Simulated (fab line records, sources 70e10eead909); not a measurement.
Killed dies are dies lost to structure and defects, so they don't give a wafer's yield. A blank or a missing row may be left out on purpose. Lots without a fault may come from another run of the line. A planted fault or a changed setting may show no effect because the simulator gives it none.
fab line records | flow nand_harc
record lots=13 wafers=39 last_day=24
route steps=1159 shown P_ZERO_WELL@16 P_STI@83 END@1159
lots that met no fault: from a run of the same line without faults
start_h: hours from the record's first day to the start of the lot's first wafer shown | wait_h: hours since the lot's step before | " the same as in the row above | L1.1+2: a row that stands for several wafers | - no value, or no start given | * or withheld: withheld | < > ~ a bound
route shown NAME@n: a module of which the file shows steps, and the number in the route of the first | usual: mean/standard deviation of fault-free wafers | same: alike in all rows | chamber/n: place in a boat | sites: the reading at each site | _std_site: their standard deviation | _edge_site: outer sites' mean less inner sites' | radius_mm: how far each site lies from the wafer's centre | mask NAME#n: copy n | behind: the tool/chamber that last shaped the wafer | hold: why the lot was held/for how many hours/how that ended | device: the transistor (n, p or np) that didn't switch | end of line: the same wafers' tests at the end of the route | a step without rows: its recipe alone | killed: dies lost to structure and defects at the first sort, not the wafer's yield | map: a wafer's dies, x killed, . not, _ none there
set.NAME: the setting as run; set.NAME@STEP: as run at that earlier step | model.NAME: the simulator's own value behind a step, which no gauge read
steps of the route over a sample of lots; a table a step, a row a wafer
services: from which hour (start_h, from the record's first day; less than 0 if before it) a tool's chamber was out of use, for how many hours, and why
## steps
# step NHARC_P_ZERO_WELL_DESCUM_13
# recipe time_s=3 o2_flow_sccm=200 ar_flow_sccm=0 bias_power_w=0 chemistry=O2
# usual drypump_motor_current_A=5.8/0.48 oes_product_au=1.003/0.016 rf_vpp_V=57.8/0.88 showerhead_plenum_p_Torr=1.90/0.083 throttle_valve_pct=11.312/0.0091
# columns lot.wafer tool chamber start_h wait_h drypump_motor_current_A oes_product_au rf_hours_counter_h rf_vpp_V showerhead_plenum_p_Torr throttle_valve_pct
L210.4 rie_diel-10 3 19.39 - 5.7 0.988 0.3 58.3 1.98 11.324
L210.3 " 0 " " 6.7 1.012 0.3 57.5 1.80 11.301
L210.1 " 1 " " 5.2 1.013 0.3 57.9 1.96 11.321
L211.2 rie_diel-05 0 25.42 - 5.9 1.004 2.6 56.4 1.80 11.299
L211.4 " 1 " " 5.6 1.013 2.9 59.2 1.83 11.307
L211.5 " 0 " " 6.0 1.009 - 57.7 1.80 11.330
L212.1 rie_diel-10 3 31.43 - 5.7 0.988 1.8 57.5 1.98 11.311
L212.5 " 2 " " 6.3 1.030 - 56.2 2.05 11.307
L212.6 " 3 " " 5.7 0.975 - 58.3 1.98 11.300
L213.3 rie_diel-11 2 37.42 - 6.2 0.992 0.9 57.0 1.92 11.298
L213.4 " 3 " " 5.8 0.994 0.9 59.5 1.98 11.324
L213.6 " 2 " " 6.2 0.989 - 58.0 1.92 11.332
L215.2 rie_diel-05 0 49.40 - 6.0 1.005 4.4 57.6 1.80 11.317
L215.6 " 0 " " 6.0 1.003 - 56.5 1.80 11.305
L215.5 " 1 " " 5.7 0.998 - 58.5 1.83 11.299
L216.3 rie_diel-10 2 55.40 - 6.3 1.019 3.2 56.4 2.05 11.311
L216.4 " 1 " " 5.2 1.005 2.8 59.1 1.96 11.313
L216.5 " 2 " " 6.3 1.028 - 59.1 2.05 11.307
L217.3 rie_diel-05 1 61.52 - 5.7 0.998 4.9 57.3 1.83 11.301
L217.1 " 3 " " 5.6 0.992 4.3 57.0 1.89 11.299
L217.5 " 0 " " 6.0 1.014 - 58.5 1.80 11.318
L224.4 rie_diel-10 3 103.31 - 5.7 0.987 5.7 57.7 1.98 11.317
L224.1 " 0 " " 6.7 1.015 5.6 58.4 1.80 11.308
L224.5 " 3 " " 5.7 0.984 - 59.5 1.98 11.323
L226.4 rie_diel-10 3 115.30 - 5.7 0.989 6.5 58.8 1.98 11.298
L226.2 " 1 " " 5.2 1.015 7.0 58.2 1.96 11.318
L226.6 " 2 " " 6.3 1.041 - 57.5 2.04 11.303
L227.3 rie_diel-10 0 121.28 - 6.7 1.016 6.3 58.7 1.80 11.300
L227.2 " 2 " " 6.3 1.036 7.2 56.5 2.04 11.324
L227.5 " 1 " " 5.2 1.003 - 56.8 1.96 11.305
L230.2 rie_diel-11 3 139.34 - 5.8 0.994 9.1 59.5 1.98 11.312
L230.3 " 1 " " 6.1 1.009 8.1 57.2 1.84 11.305
L230.6 " 2 " " 6.2 1.015 - 58.9 1.92 11.321
L231.2 rie_diel-05 1 145.47 - 5.7 1.008 9.6 57.2 1.83 11.317
L231.5 " 2 " " 5.0 0.994 - 58.0 1.85 11.303
L231.6 " 3 " " 5.6 0.980 - 58.1 1.89 11.322
L232.3 rie_diel-05 1 151.28 - 5.7 1.016 10.6 56.4 1.83 11.311
L232.4 " 2 " " 4.9 0.993 10.0 56.9 1.85 11.318
L232.5 " 2 " " 4.9 0.986 - 59.7 1.85 11.310
# step NHARC_P_ZERO_WELL_ETCH_62
# recipe target_depth_a=130 time_s=6.5 chf3_flow_sccm=50 ar_flow_sccm=200 rf_w=500 bias_w=200 chemistry=CHF3/Ar
# usual drypump_motor_current_A=5.8/0.49 oes_product_au=0.971/0.019 rf_vpp_V=370.3/2.3 showerhead_plenum_p_Torr=2.32/0.097 throttle_valve_pct=20.217/0.0096
# columns lot.wafer tool chamber start_h wait_h drypump_motor_current_A oes_product_au rf_hours_counter_h rf_vpp_V showerhead_plenum_p_Torr throttle_valve_pct
L210.1 rie_diel-10 0 - - 6.7 0.973 0.3 367.4 2.21 20.226
L210.4 " 1 " " 5.2 0.987 0.3 374.1 2.40 20.209
L210.3 " 3 " " 5.7 0.948 0.3 371.8 2.43 20.213
L211.4 rie_diel-05 1 - - 5.6 0.985 3.0 369.4 2.24 20.224
L211.2 " 0 " " 6.0 0.957 2.7 368.6 2.21 20.218
L211.5 " 1 " " 5.7 0.982 - 366.4 2.24 20.235
L212.1 rie_diel-10 0 - - 6.7 1.002 1.5 367.1 2.21 20.218
L212.6 " 2 " " 6.3 0.990 - 376.4 2.50 20.229
L212.5 " 3 " " 5.7 0.956 - 372.4 2.43 20.224
L213.4 rie_diel-11 3 - - 5.8 0.956 1.0 371.8 2.43 20.209
L213.3 " 0 " " 5.9 0.986 1.5 370.7 2.31 20.217
L213.6 " 0 " " 5.9 0.990 - 371.2 2.31 20.231
L215.2 rie_diel-05 3 - - 5.6 0.958 4.0 370.3 2.32 20.215
L215.5 " 2 " " 5.0 0.963 - 368.8 2.27 20.210
L215.6 " 3 " " 5.6 0.956 - 370.1 2.32 20.219
L216.4 rie_diel-10 2 - - 6.3 0.993 3.2 374.5 2.50 20.229
L216.3 " 1 " " 5.2 0.994 2.9 372.1 2.40 20.224
L216.5 " 3 " " 5.7 0.951 - 373.2 2.43 20.217
L217.1 rie_diel-05 3 - - 5.6 0.970 4.3 369.9 2.32 20.220
L217.3 " 0 " " 6.0 0.970 4.8 366.9 2.21 20.213
L217.5 " 2 " " 4.9 0.958 - 368.7 2.27 20.233
L224.4 rie_diel-10 1 - - 5.2 0.994 6.5 370.8 2.40 20.215
L224.1 " 3 " " 5.7 0.946 5.8 373.2 2.43 20.215
L224.5 " 0 " " 6.7 0.996 - 367.0 2.21 20.222
L226.4 rie_diel-10 2 - - 6.3 0.994 7.2 373.8 2.50 20.228
L226.2 " 0 " " 6.7 0.982 6.2 367.4 2.21 20.203
L226.6 " 2 " " 6.3 0.984 - 373.5 2.50 20.208
L227.2 rie_diel-10 3 - - 5.7 0.965 6.6 372.0 2.43 20.231
L227.3 " 0 " " 6.6 0.981 6.4 367.9 2.21 20.220
L227.5 " 2 " " 6.3 1.018 - 374.9 2.50 20.215
L230.2 rie_diel-11 1 - - 6.1 0.990 8.2 369.7 2.26 20.216
L230.3 " 3 " " 5.8 0.966 9.1 373.5 2.42 20.211
L230.6 " 1 " " 6.1 0.990 - 368.2 2.26 20.219
L231.2 rie_diel-05 0 - - 6.0 0.941 9.5 369.2 2.21 20.213
L231.6 " 3 " " 5.6 0.917 - 369.6 2.32 20.208
L231.5 " 0 " " 6.0 0.954 - 369.3 2.21 20.213
L232.3 rie_diel-05 0 - - 6.0 0.967 10.6 367.4 2.21 20.220
L232.4 " 3 " " 5.6 0.939 9.9 371.0 2.32 20.219
L232.5 " 1 " " 5.7 0.955 - 366.8 2.24 20.205
# step NHARC_P_ZERO_WELL_IMPLANT_27
# recipe energy_kev=600 dose_cm2=1e+13 tilt_deg=7
# usual beam_energy_keV=600.01/0.19 beam_on_s=10.00/0.21
# columns lot.wafer tool chamber start_h wait_h beam_energy_keV beam_on_s
L210.1 implanter-02 0 20.89 0.1 600.09 10.09
L210.3 " 0 " " 600.06 9.91
L210.4 " 0 " " 600.24 10.30
L211.2 implanter-01 0 26.94 0.2 600.26 9.92
L211.4 " 0 " " 599.89 10.11
L211.5 " 0 " " 599.93 10.07
L212.1 implanter-01 0 32.93 0.1 600.18 10.01
L212.5 " 0 " " 599.88 10.14
L212.6 " 0 " " 599.88 10.04
L213.3 implanter-01 0 39.01 0.2 599.96 10.21
L213.4 " 0 " " 600.19 10.07
L213.6 " 0 " " 599.98 10.06
L215.2 implanter-01 - 50.94 0.1 - -
L215.5 " - " " - -
L215.6 " - " " - -
L216.3 implanter-02 - 56.85 0.2 - -
L216.4 " - " " - -
L216.5 " - " " - -
L217.1 implanter-02 0 63.05 0.1 600.15 10.04
L217.3 " 0 " " 600.24 9.74
L217.5 " 0 " " 600.07 10.21
L224.1 implanter-01 0 104.80 0.1 599.91 9.86
L224.4 " 0 " " 600.23 10.10
L224.5 " 0 " " 599.94 10.29
L226.2 implanter-01 0 116.84 0.2 599.74 10.14
L226.4 " 0 " " 599.98 9.88
L226.6 " 0 " " 599.86 9.84
L227.2 implanter-01 0 122.70 0.2 600.10 10.21
L227.3 " 0 " " 600.14 9.92
L227.5 " 0 " " 600.03 9.94
L230.2 implanter-02 0 140.87 0.2 599.99 10.08
L230.3 " 0 " " 599.69 9.81
L230.6 " 0 " " 599.87 10.20
L231.2 implanter-02 0 146.85 0.2 600.19 9.98
L231.5 " 0 " " 599.98 9.83
L231.6 " 0 " " 600.26 10.56
L232.3 implanter-02 0 152.72 0.2 599.87 9.86
L232.4 " 0 " " 599.50 10.00
L232.5 " 0 " " 599.79 9.58
# step NHARC_P_STI_CD_MEAS_09
# recipe target_cd_nm=200 landing_energy_ev=500
# usual cd_nm=200/3.6
# columns lot.wafer tool chamber start_h wait_h cd_nm
L210.1 cd_sem-03 0 37.48 - 201
L210.3 " 0 " " 203
L210.4 " 0 " " 203
L211.2 cd_sem-03 0 50.01 - 199
L211.4 " 0 " " 203
L211.5 " 0 " " 206
L212.1 cd_sem-01 0 50.04 - 203
L212.5 " 0 " " 200
L212.6 " 0 " " 196
L213.3 cd_sem-01 0 59.06 - 200
L213.4 " 0 " " 198
L213.6 " 0 " " 202
L217.1 cd_sem-01 0 84.76 - 199
L217.3 " 0 " " 201
L217.5 " 0 " " 202
L224.1 cd_sem-03 0 125.99 - 194
L224.4 " 0 " " 196
L224.5 " 0 " " 199
L226.2 cd_sem-02 0 134.21 - 194
L226.4 " 0 " " 195
L226.6 " 0 " " 197
L227.2 cd_sem-03 0 144.85 - 196
L227.3 " 0 " " 202
L227.5 " 0 " " 199
L230.2 cd_sem-01 0 157.61 - 195
L230.3 " 0 " " 206
L230.6 " 0 " " 197
L232.3 cd_sem-02 0 169.30 - 202
L232.4 " 0 " " 207
L232.5 " 0 " " 204
L231.2 cd_sem-03 0 169.33 - 196
L231.5 " 0 " " 200
L231.6 " 0 " " 197
# step NHARC_END_SORT_01
# recipe temp_c=25
# usual killed_at_array=31/11 killed_at_other=0.5/0.78 killed_at_periphery=3.0/2 killed_dies=34/12 killed_open=3.2/2 killed_short=1.9/1.6
# same gross_dies=677
# columns lot.wafer tool chamber start_h wait_h killed_at_array killed_at_other killed_at_periphery killed_dies killed_open killed_short
L210.1 prober-01 0 445.67 2.5 39 1 4 44 8 2
L210.3 prober-01 0 447.27 3.1 34 0 7 41 7 0
L210.4 prober-01 0 448.07 3.4 31 0 1 32 3 1
L212.1 prober-01 0 453.45 2.5 16 0 4 20 0 1
L212.5 prober-01 0 456.69 3.7 27 1 8 36 7 2
L212.6 prober-01 0 457.50 4.0 21 0 5 26 1 1
L211.2 prober-02 0 461.97 2.8 35 0 2 37 2 1
L211.4 prober-02 0 463.53 3.3 30 0 6 36 0 2
L211.5 prober-02 0 464.31 3.6 41 1 3 45 4 4
L213.3 prober-01 0 462.84 3.1 49 0 1 50 7 0
L213.4 prober-01 0 463.63 3.3 49 1 3 53 3 1
L213.6 prober-01 0 465.20 3.9 51 1 3 55 5 0
L215.2 prober-01 0 482.39 2.9 32 1 644 677 4 0
L215.5 prober-01 0 484.81 3.7 30 0 647 677 2 0
L215.6 prober-01 0 485.62 4.0 32 0 645 677 5 3
L216.3 prober-01 0 491.09 3.1 28 0 649 677 1 1
L216.4 prober-01 0 491.90 3.5 44 0 633 677 6 1
L216.5 prober-01 0 492.72 3.8 46 2 629 677 4 2
L217.1 prober-02 0 497.09 2.5 43 1 2 46 0 2
L217.3 prober-02 0 498.69 3.1 38 1 0 39 2 1
L217.5 prober-02 0 500.29 3.7 51 0 4 55 4 4
L224.1 prober-01 0 540.83 2.5 35 1 2 38 1 2
L224.4 prober-01 0 543.23 3.4 30 1 3 34 3 0
L224.5 prober-01 0 544.04 3.7 32 2 2 36 1 1
L226.2 prober-02 0 541.62 2.8 35 0 3 38 2 0
L226.4 prober-02 0 543.20 3.4 33 0 2 35 1 2
L226.6 prober-02 0 544.78 3.9 29 0 3 32 3 0
L227.2 prober-01 0 549.45 2.8 27 0 2 29 2 3
L227.3 prober-01 0 550.26 3.1 33 1 3 37 3 3
L227.5 prober-01 0 551.89 3.8 37 0 2 39 5 1
L231.2 prober-02 0 564.96 2.7 36 1 1 38 2 1
L231.5 prober-02 0 567.34 3.7 31 0 1 32 1 0
L231.6 prober-02 0 568.13 4.0 27 2 4 33 1 1
L230.2 prober-01 0 570.78 2.8 50 1 7 58 2 1
L230.3 prober-01 0 571.60 3.1 45 0 3 48 1 2
L230.6 prober-01 0 574.04 4.1 55 1 7 63 7 2
L232.3 prober-01 0 579.50 3.1 22 0 0 22 2 3
L232.4 prober-01 0 580.29 3.4 21 1 1 23 3 2
L232.5 prober-01 0 581.09 3.7 15 0 1 16 3 1
# killed by level:class
L210.1 A_CHANNEL_HOLE_D1:chamber_film_flake=15 A_STAIRCASE:chamber_film_flake=7 A_SLIT:chamber_film_flake=5 A_SGD_CUT:geometric_particle:open=2 A_SGD_CUT:chamber_film_flake=2 P_M0:geometric_particle:open=1 P_M0:geometric_particle:short=1 A_ONON_D1:geometric_particle:open=1
L210.3 A_CHANNEL_HOLE_D1:chamber_film_flake=13 A_SLIT:chamber_film_flake=11 P_ZERO_WELL:chamber_film_flake=4 A_CONTACT:geometric_particle:open=2 P_GATE:geometric_particle:open=1 A_CHANNEL_HOLE_D1:geometric_particle:open=1 A_SGD_CUT:geometric_particle:open=1 A_WL_FILL:geometric_particle:open=1
L210.4 A_CHANNEL_HOLE_D1:chamber_film_flake=11 A_SLIT:chamber_film_flake=8 A_STAIRCASE:chamber_film_flake=7 A_ONON_D1:geometric_particle:short=1 A_WL_FILL:geometric_particle:open=1 A_CONTACT:geometric_particle:open=1 A_M0:geometric_particle:open=1 P_ZERO_WELL:chamber_film_flake=1
L212.1 A_SLIT:chamber_film_flake=10 P_BONDPAD:chamber_film_flake=4 A_CHANNEL_HOLE_D1:chamber_film_flake=2 A_BLC:geometric_particle:short=1 A_CHANNEL_FILL_D1:chamber_film_flake=1 A_STAIRCASE:chamber_film_flake=1 A_CONTACT:chamber_film_flake=1
L212.5 A_SLIT:chamber_film_flake=10 P_BONDPAD:chamber_film_flake=5 A_CONTACT:chamber_film_flake=4 A_ZERO_WELL:chamber_film_flake=3 A_CHANNEL_HOLE_D1:chamber_film_flake=3 A_M0:geometric_particle:open=2 P_STI:geometric_particle:open=1 P_CONTACT:geometric_particle:open=1
L212.6 A_SLIT:chamber_film_flake=11 A_STAIRCASE:chamber_film_flake=4 A_CONTACT:chamber_film_flake=3 P_BONDPAD:chamber_film_flake=2 A_SGD_CUT:geometric_particle:short=1 A_M0:geometric_particle:open=1 P_STI:chamber_film_flake=1 P_GATE:chamber_film_flake=1
L211.2 A_CHANNEL_HOLE_D1:chamber_film_flake=17 A_SLIT:chamber_film_flake=10 A_CONTACT:chamber_film_flake=4 P_BONDPAD:chamber_film_flake=2 A_WL_FILL:geometric_particle:short=1 A_CONTACT:geometric_particle:open=1 A_BLC:geometric_particle:open=1 A_STAIRCASE:chamber_film_flake=1
L213.3 A_CHANNEL_HOLE_D1:chamber_film_flake=21 A_CONTACT:chamber_film_flake=9 A_SLIT:chamber_film_flake=7 A_STAIRCASE:chamber_film_flake=5 A_CHANNEL_FILL_D1:geometric_particle:open=3 A_M0:geometric_particle:open=2 P_CONTACT:geometric_particle:open=1 A_CHANNEL_HOLE_D1:geometric_particle:open=1
L211.4 A_CHANNEL_HOLE_D1:chamber_film_flake=18 A_SLIT:chamber_film_flake=6 P_BONDPAD:chamber_film_flake=5 A_CONTACT:geometric_particle:short=2 A_CONTACT:chamber_film_flake=2 P_STI:chamber_film_flake=1 A_STAIRCASE:chamber_film_flake=1 A_WL_FILL:chamber_film_flake=1
L213.4 A_CHANNEL_HOLE_D1:chamber_film_flake=22 A_SLIT:chamber_film_flake=14 A_CONTACT:chamber_film_flake=5 A_STAIRCASE:chamber_film_flake=4 P_GATE:chamber_film_flake=2 A_CHANNEL_FILL_D1:geometric_particle:open=1 A_SGD_CUT:geometric_particle:open=1 A_SLIT:geometric_particle:short=1
L211.5 A_CHANNEL_HOLE_D1:chamber_film_flake=12 A_SLIT:chamber_film_flake=11 A_STAIRCASE:chamber_film_flake=7 A_CONTACT:chamber_film_flake=4 A_WL_FILL:geometric_particle:short=2 P_CONTACT:geometric_particle:open=1 P_M0:geometric_particle:open=1 A_ONON_D1:geometric_particle:short=1
L213.6 A_CHANNEL_HOLE_D1:chamber_film_flake=22 A_SLIT:chamber_film_flake=12 A_CONTACT:chamber_film_flake=9 A_STAIRCASE:chamber_film_flake=3 P_GATE:chamber_film_flake=2 P_CONTACT:geometric_particle:open=1 A_CHANNEL_HOLE_D1:geometric_particle:open=1 A_CHANNEL_FILL_D1:geometric_particle:open=1
L215.2 P_ZERO_WELL:area_implant=642 A_CHANNEL_HOLE_D1:chamber_film_flake=22 A_STAIRCASE:chamber_film_flake=4 A_SLIT:chamber_film_flake=2 A_BLC:chamber_film_flake=2 P_GATE:geometric_particle:open=1 P_M2:geometric_particle:open=1 A_ONON_D1:geometric_particle:open=1
L215.5 P_ZERO_WELL:area_implant=644 A_CHANNEL_HOLE_D1:chamber_film_flake=20 A_STAIRCASE:chamber_film_flake=4 A_CONTACT:chamber_film_flake=3 A_SLIT:chamber_film_flake=2 P_CONTACT:geometric_particle:open=1 A_M0:geometric_particle:open=1 P_ZERO_WELL:chamber_film_flake=1
L215.6 P_ZERO_WELL:area_implant=642 A_CHANNEL_HOLE_D1:chamber_film_flake=14 A_STAIRCASE:chamber_film_flake=5 A_BLC:chamber_film_flake=3 A_CONTACT:chamber_film_flake=2 P_CONTACT:geometric_particle:open=1 A_SGD_CUT:geometric_particle:short=1 A_ONON_D1:geometric_particle:open=1
L216.3 P_ZERO_WELL:area_implant=647 A_CHANNEL_HOLE_D1:chamber_film_flake=12 A_SLIT:chamber_film_flake=10 A_CONTACT:chamber_film_flake=3 P_CONTACT:geometric_particle:short=1 P_M2:geometric_particle:open=1 A_CHANNEL_FILL_D1:chamber_film_flake=1 A_STAIRCASE:chamber_film_flake=1
L216.4 P_ZERO_WELL:area_implant=631 A_SLIT:chamber_film_flake=17 A_CHANNEL_HOLE_D1:chamber_film_flake=12 A_STAIRCASE:chamber_film_flake=6 A_WL_FILL:chamber_film_flake=3 A_CONTACT:geometric_particle:open=2 P_M0:geometric_particle:open=1 P_M2:geometric_particle:open=1
L216.5 P_ZERO_WELL:area_implant=625 A_CHANNEL_HOLE_D1:chamber_film_flake=19 A_SLIT:chamber_film_flake=12 A_STAIRCASE:chamber_film_flake=4 A_CONTACT:chamber_film_flake=4 A_CONTACT:geometric_particle:open=2 P_GATE:chamber_film_flake=2 A_WL_FILL:chamber_film_flake=2
L217.1 A_CHANNEL_HOLE_D1:chamber_film_flake=20 A_SLIT:chamber_film_flake=12 A_STAIRCASE:chamber_film_flake=7 A_WL_FILL:geometric_particle:short=2 A_CONTACT:chamber_film_flake=2 P_ZERO_WELL:chamber_film_flake=1 P_GATE:chamber_film_flake=1 THIN_TSV:chamber_film_flake=1
L217.3 A_SLIT:chamber_film_flake=15 A_CHANNEL_HOLE_D1:chamber_film_flake=12 A_STAIRCASE:chamber_film_flake=7 A_WL_FILL:geometric_particle:short=1 A_CONTACT:geometric_particle:open=1 A_BLC:geometric_particle:open=1 A_CONTACT:chamber_film_flake=1 THIN_TSV:chamber_film_flake=1
L217.5 A_CHANNEL_HOLE_D1:chamber_film_flake=23 A_SLIT:chamber_film_flake=14 A_STAIRCASE:chamber_film_flake=6 A_WL_FILL:geometric_particle:open=3 P_CONTACT:geometric_particle:short=2 A_CONTACT:chamber_film_flake=2 P_M0:geometric_particle:open=1 A_CHANNEL_FILL_D1:geometric_particle:short=1
L224.1 A_SLIT:chamber_film_flake=16 A_STAIRCASE:chamber_film_flake=6 A_CHANNEL_HOLE_D1:chamber_film_flake=4 A_CONTACT:chamber_film_flake=3 A_WL_FILL:chamber_film_flake=3 P_M0:geometric_particle:short=1 A_WL_FILL:geometric_particle:open=1 A_CONTACT:geometric_particle:short=1
L226.2 A_SLIT:chamber_film_flake=20 A_CHANNEL_HOLE_D1:chamber_film_flake=6 A_CONTACT:chamber_film_flake=6 P_GATE:geometric_particle:open=1 P_M2:geometric_particle:open=1 P_M1:chamber_film_flake=1 A_CHANNEL_FILL_D1:chamber_film_flake=1 A_STAIRCASE:chamber_film_flake=1
L226.4 A_SLIT:chamber_film_flake=16 A_CHANNEL_HOLE_D1:chamber_film_flake=7 A_CONTACT:chamber_film_flake=5 A_CHANNEL_FILL_D1:chamber_film_flake=2 P_CONTACT:geometric_particle:open=1 P_CONTACT:geometric_particle:short=1 A_CONTACT:geometric_particle:short=1 A_STAIRCASE:chamber_film_flake=1
L224.4 A_SLIT:chamber_film_flake=17 A_CONTACT:chamber_film_flake=5 A_CHANNEL_HOLE_D1:chamber_film_flake=4 A_STAIRCASE:chamber_film_flake=2 P_GATE:geometric_particle:open=1 P_M2:geometric_particle:open=1 A_CHANNEL_FILL_D1:geometric_particle:open=1 P_M1:chamber_film_flake=1
L224.5 A_SLIT:chamber_film_flake=18 A_STAIRCASE:chamber_film_flake=6 A_CHANNEL_HOLE_D1:chamber_film_flake=5 THIN_TSV:chamber_film_flake=2 P_M1:geometric_particle:short=1 A_CHANNEL_FILL_D1:geometric_particle:open=1 P_M1:chamber_film_flake=1 A_CHANNEL_FILL_D1:chamber_film_flake=1
L226.6 A_SLIT:chamber_film_flake=16 A_CHANNEL_HOLE_D1:chamber_film_flake=5 A_CONTACT:chamber_film_flake=3 A_STAIRCASE:chamber_film_flake=2 P_CONTACT:geometric_particle:open=1 A_CHANNEL_FILL_D1:geometric_particle:open=1 A_CONTACT:geometric_particle:open=1 P_ZERO_WELL:chamber_film_flake=1
L227.2 A_SLIT:chamber_film_flake=14 A_CHANNEL_HOLE_D1:chamber_film_flake=7 A_CONTACT:chamber_film_flake=2 P_GATE:geometric_particle:short=1 P_M0:geometric_particle:short=1 A_SGD_CUT:geometric_particle:open=1 A_WL_FILL:geometric_particle:short=1 A_M1:geometric_particle:open=1
L227.3 A_SLIT:chamber_film_flake=20 A_CHANNEL_HOLE_D1:chamber_film_flake=4 A_WL_FILL:chamber_film_flake=4 A_CONTACT:chamber_film_flake=2 P_GATE:geometric_particle:open=1 P_M0:geometric_particle:open=1 A_ONON_D1:geometric_particle:short=1 A_WL_FILL:geometric_particle:short=1
L227.5 A_SLIT:chamber_film_flake=19 A_CHANNEL_HOLE_D1:chamber_film_flake=5 A_M0:geometric_particle:open=3 A_WL_FILL:chamber_film_flake=3 A_ZERO_WELL:chamber_film_flake=2 A_CONTACT:chamber_film_flake=2 P_M0:geometric_particle:short=1 A_WL_FILL:geometric_particle:open=1
L231.2 A_SLIT:chamber_film_flake=18 A_CHANNEL_HOLE_D1:chamber_film_flake=8 A_ONON_D1:geometric_particle:open=2 A_CHANNEL_FILL_D1:chamber_film_flake=2 A_STAIRCASE:chamber_film_flake=2 A_WL_FILL:chamber_film_flake=2 A_WL_FILL:geometric_particle:short=1 P_STI:chamber_film_flake=1
L231.5 A_SLIT:chamber_film_flake=25 A_WL_FILL:chamber_film_flake=3 A_CHANNEL_HOLE_D1:chamber_film_flake=2 A_CONTACT:geometric_particle:open=1 P_M2:chamber_film_flake=1
L231.6 A_SLIT:chamber_film_flake=19 A_CHANNEL_HOLE_D1:chamber_film_flake=5 P_M2:chamber_film_flake=2 THIN_TSV:chamber_film_flake=2 P_M1:geometric_particle:open=1 A_CHANNEL_HOLE_D1:geometric_particle:short=1 P_STI:chamber_film_flake=1 A_CHANNEL_FILL_D1:chamber_film_flake=1
L230.2 A_CHANNEL_HOLE_D1:chamber_film_flake=24 A_SLIT:chamber_film_flake=19 P_STI:chamber_film_flake=3 A_CONTACT:chamber_film_flake=3 P_BONDPAD:chamber_film_flake=2 A_WL_FILL:chamber_film_flake=2 P_STI:geometric_particle:short=1 P_M1:geometric_particle:open=1
L230.3 A_SLIT:chamber_film_flake=19 A_CHANNEL_HOLE_D1:chamber_film_flake=15 A_CONTACT:chamber_film_flake=6 A_CHANNEL_FILL_D1:geometric_particle:short=1 A_SGD_CUT:geometric_particle:short=1 A_CONTACT:geometric_particle:open=1 P_ZERO_WELL:chamber_film_flake=1 P_GATE:chamber_film_flake=1
L230.6 A_CHANNEL_HOLE_D1:chamber_film_flake=19 A_SLIT:chamber_film_flake=19 P_GATE:chamber_film_flake=4 A_CONTACT:chamber_film_flake=4 A_CONTACT:geometric_particle:open=3 A_CHANNEL_FILL_D1:geometric_particle:open=2 A_WL_FILL:chamber_film_flake=2 A_M0:chamber_film_flake=2
L232.3 A_CHANNEL_HOLE_D1:chamber_film_flake=11 A_CONTACT:chamber_film_flake=3 A_WL_FILL:chamber_film_flake=2 A_CHANNEL_HOLE_D1:geometric_particle:open=1 A_CHANNEL_FILL_D1:geometric_particle:short=1 A_WL_FILL:geometric_particle:short=1 A_BLC:geometric_particle:short=1 A_M0:geometric_particle:open=1
L232.4 A_CHANNEL_HOLE_D1:chamber_film_flake=12 A_CONTACT:chamber_film_flake=4 A_STAIRCASE:chamber_film_flake=2 P_STI:geometric_particle:open=1 A_ONON_D1:geometric_particle:short=1 A_CHANNEL_FILL_D1:geometric_particle:short=1 A_SGD_CUT:geometric_particle:open=1 STARTING-WAFER:geometric_particle:open=1
L232.5 A_CHANNEL_HOLE_D1:chamber_film_flake=7 A_WL_FILL:chamber_film_flake=2 A_CONTACT:chamber_film_flake=2 P_CONTACT:geometric_particle:open=1 A_SGD_CUT:geometric_particle:short=1 A_SGD_CUT:geometric_particle:open=1 A_M1:geometric_particle:open=1 A_SLIT:chamber_film_flake=1
## services
# columns tool chamber start_h hours kind
rie_diel-10 - -0.50 9.0 pm
rie_diel-10 0 -0.50 9.0 vent_cycle
rie_diel-10 1 -0.50 9.0 vent_cycle
rie_diel-10 2 -0.50 9.0 vent_cycle
rie_diel-10 3 -0.50 9.0 vent_cycle
rie_diel-10 0 8.50 - clean
rie_diel-10 1 8.50 - clean
rie_diel-10 2 8.50 - clean
rie_diel-10 3 8.50 - clean
rie_diel-11 - 12.50 9.0 pm
implanter-01 - 21.89 1.2 repair
rie_diel-10 0 33.00 - clean
rie_diel-10 1 33.00 - clean
rie_diel-10 2 33.00 - clean
rie_diel-10 3 33.00 - clean
rie_diel-10 2 34.32 4.2 repair
rie_diel-10 0 57.50 - clean
rie_diel-10 1 57.50 - clean
rie_diel-10 2 57.50 - clean
rie_diel-10 3 57.50 - clean
rie_diel-11 1 59.22 7.6 repair
rie_diel-11 - 76.75 0.3 repair
implanter-02 - 85.00 13.0 pm
implanter-01 - 133.00 5.6 repair
## key
first_sign step=NHARC_P_ZERO_WELL_IMPLANT_27 reading=tool_record direction=missing
effect step=NHARC_END_SORT_01 reading=killed_at_periphery direction=up sigmas=99+ usual=3.0 struck=641.2
more_kills_born_at NHARC_P_ZERO_WELL_IMPLANT_27@implanter-01=1928 NHARC_P_ZERO_WELL_IMPLANT_27@implanter-02=1903
met_at NHARC_P_ZERO_WELL_IMPLANT_27
struck_lots L215,L216
later_rows_left_out L215.2,L215.5,L215.6,L216.3,L216.4,L216.5
tester_left_out L215,L216
not_acting_at NHARC_P_ZERO_WELL_DESCUM_13,NHARC_P_ZERO_WELL_ETCH_62,NHARC_P_STI_CD_MEAS_09
onset_between 39.01 50.94
fault kind=skipped_step_whole tool=implanter-01,implanter-02 chamber=- onset_h=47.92 steps=NHARC_P_ZERO_WELL_IMPLANT_27 scope=struck_lots_only
# tester_left_out: of these lots the tester's yield and bins aren't shown, on N5 and GAA mostly nor the transistor test; their killed dies are dies lost to structure and defects alone, not to doping, threshold or leakage, so they don't give the yield
# later_rows_left_out: the simulator's readings of these wafers behind a module that went badly wrong aren't trusted and aren't shown, but for the sort
